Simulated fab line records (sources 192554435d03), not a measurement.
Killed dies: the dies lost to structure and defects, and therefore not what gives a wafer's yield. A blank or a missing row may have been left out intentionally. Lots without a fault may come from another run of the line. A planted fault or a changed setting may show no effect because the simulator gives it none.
A lot that was struck, set against a sound lot + flow n5Finfet + 29 steps out of a route of 1938
Sound: the wafers L252.1, L252.3, L252.4. Struck: wafers L251.3, L251.4, L251.6. Last of all comes the cause.
Order at every step that has rows: each side's tool, ch and its chambers, its first start. Under that, the readings that differ: sound wafers + struck wafers + difference of the means + sigmas: that difference in standard deviations of wafers without a fault.
alike: readings with means less than 2 such deviations apart, plus words and numbers identical on both sides. not compared: withheld readings, readings lacking a value on some wafer, bounds such as >300 that could conceal the same value, and numbers that have no deviation in the record and whose values overlap.
The two part at a step that has a row with sigmas, a row that says differs or no value, or rows on one side only. Non-overlapping numbers with no deviation appear without sigmas and do not part them. Lack of a reading on every wafer of one side parts them only where that side has two or more wafers.

first, 11 steps without rows for these wafers: N5_DUMMY_REMOVAL_STRIP_10 (strips in N2/H2, time 40 s); N5_DUMMY_REMOVAL_PRECLEAN_07 (cleans in dHF, time 30 s); N5_DUMMY_REMOVAL_DUMMY_REMOVE_02 (chemistry TMAH, target poly-Si, stops on SiO2, target depth 142 nm, time 57 s, rinse time 30 s); N5_DUMMY_REMOVAL_PRECLEAN_08 (cleans in NF3:NH3, afs cycles 2, time 20 s, sublimation time 60 s); N5_DUMMY_REMOVAL_PRECLEAN_04 (cleans in DHF, time 37 s); N5_DUMMY_REMOVAL_SRD_05 (time 30 s); N5_HKMG_FIN_IL_REGROW_00 (material SiO2, chemistry O3, target thk 0.75 nm, time 30 s); N5_HKMG_FIN_HK_ALD_01 (deposits HfO2, target thk 1.6 nm, pulse time 3 s, purge time 3 s); N5_HKMG_FIN_HK_ANNEAL_02 (time 30 s); N5_HKMG_FIN_ALD_74 (deposits La2O3, target thk 0.5 nm, pulse time 6 s, co reactant pulse time 1 s); N5_HKMG_FIN_ALD_75 (deposits Al2O3, target thk 1 nm, co reactant pulse time 1 s).
N5_HKMG_FIN_COAT_41: time 60 s, resist thk 300 nm.
  sound on lithoTrack-03 ch 0, day 9 06:23; struck on lithoTrack-04 ch 0, day 9 03:29
| reading                                  | sound                | struck               | difference | sigmas      |
|------------------------------------------|----------------------|----------------------|------------|-------------|
| spinSpeedRpm (rpm)                       | 1499.7 1499.2 1497.6 | 1814.9 1810.6 1811.1 | +313.4     | +99 or more |
| model.SOC_of_HKMG_FIN_COAT_41.thkNm (nm) | 300.8 300.2 300.4    | 272 272.2 272.6      | -28        |             |
then, 13 steps without rows for these wafers: N5_HKMG_FIN_COAT_42 (time 60 s, resist thk 35 nm); N5_HKMG_FIN_COAT_43 (resist thk 90 nm); N5_HKMG_FIN_EBR_45; N5_HKMG_FIN_SOFTBAKE_44 (time 60 s); N5_HKMG_FIN_EXPOSE_46 (exposes mask NDIPOLE); N5_HKMG_FIN_PEB_47 (peb time 60 s); N5_HKMG_FIN_DEVELOP_48 (develop time 30 s); N5_HKMG_FIN_DESCUM_53 (chemistry O2, time 7.9 s); N5_HKMG_FIN_ETCH_54 (etches SiARC in CF4, target depth 45.5 nm, time 75.8 s); N5_HKMG_FIN_ETCH_55 (etches SOC in N2/H2, target depth 240 nm, time 300 s); N5_HKMG_FIN_STRIP_56 (strips in N2/H2); N5_HKMG_FIN_STRIP_57 (strips in CF4); N5_HKMG_FIN_ETCH_58 (etches SOC in N2/H2, target depth 215.8 nm, time 741 s).
N5_HKMG_FIN_STRIP_93: strips SOC in N2/H2, time 20 s.
  sound on rieDiel-03 ch 2,3, day 9 07:55; struck on rieDiel-01 ch 0,3, day 9 04:40
| reading                                  | sound          | struck       | difference | sigmas |
|------------------------------------------|----------------|--------------|------------|--------|
| model.SOC_of_HKMG_FIN_COAT_41.thkNm (nm) | 80.8 74.4 81.4 | 40 51.4 39.2 | -35        |        |
  alike: drypumpMotorCurrentA, n2FlowSccm, oesProductAu, rfFwdPowerW, rfVppV, showerheadPlenumPTorr, throttleValvePct
  not compared: rfHoursCounterH
then, 1 step without rows for these wafers: N5_HKMG_FIN_WET_ETCH_76 (etches Al2O3 in dNH4OH, stops on La2O3, target depth 2.25 nm, rinse time 30 s).
-- here the record skips 6 days between the struck wafers' starts before and after, leaving off in module HKMG_FIN and picking up in module BEOL_M4 (first step shown: number 1111 of the route) --
N5_BEOL_M4_RC_MEAS_101:
  sound on prober-01 ch 0, day 15 08:10; struck on prober-01 ch 0, day 15 03:02
  alike: DIBL_N, DIBL_P, IOFF_N, IOFF_P, ION_N, ION_P, SS_N, SS_P, VT_N, VT_P
-- the record jumps here: 5 days lie between the struck wafers' starts before and after (it left off in module BEOL_M4 and takes up again in module PASSIVATION, whose first step shown is number 1936 of the route) --
N5_PASSIVATION_PROBE_49:
  struck on prober-01, day 19 22:59; sound on prober-01, day 19 19:29
  alike: defectLimitedYield, killed_at_M0_to_M3, killed_at_M4_up, killedAtContacts, killedAtFrontEnd, killedAtOther, killedDies, killedOpen, killedShort, sort_bin_5_function, sort_bin_6_memory, sort_bin_8_speed, sortNPass, sortYieldPct

== WHERE THEY PART ==
Only at N5_HKMG_FIN_COAT_41, within this record. Later steps at which nothing parts them and some readings are alike: N5_HKMG_FIN_STRIP_93, N5_BEOL_M4_RC_MEAS_101, N5_PASSIVATION_PROBE_49.

WHY: what the simulator had put in
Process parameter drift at N5_HKMG_FIN_COAT_41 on lithoTrack-04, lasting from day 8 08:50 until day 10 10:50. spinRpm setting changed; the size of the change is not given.
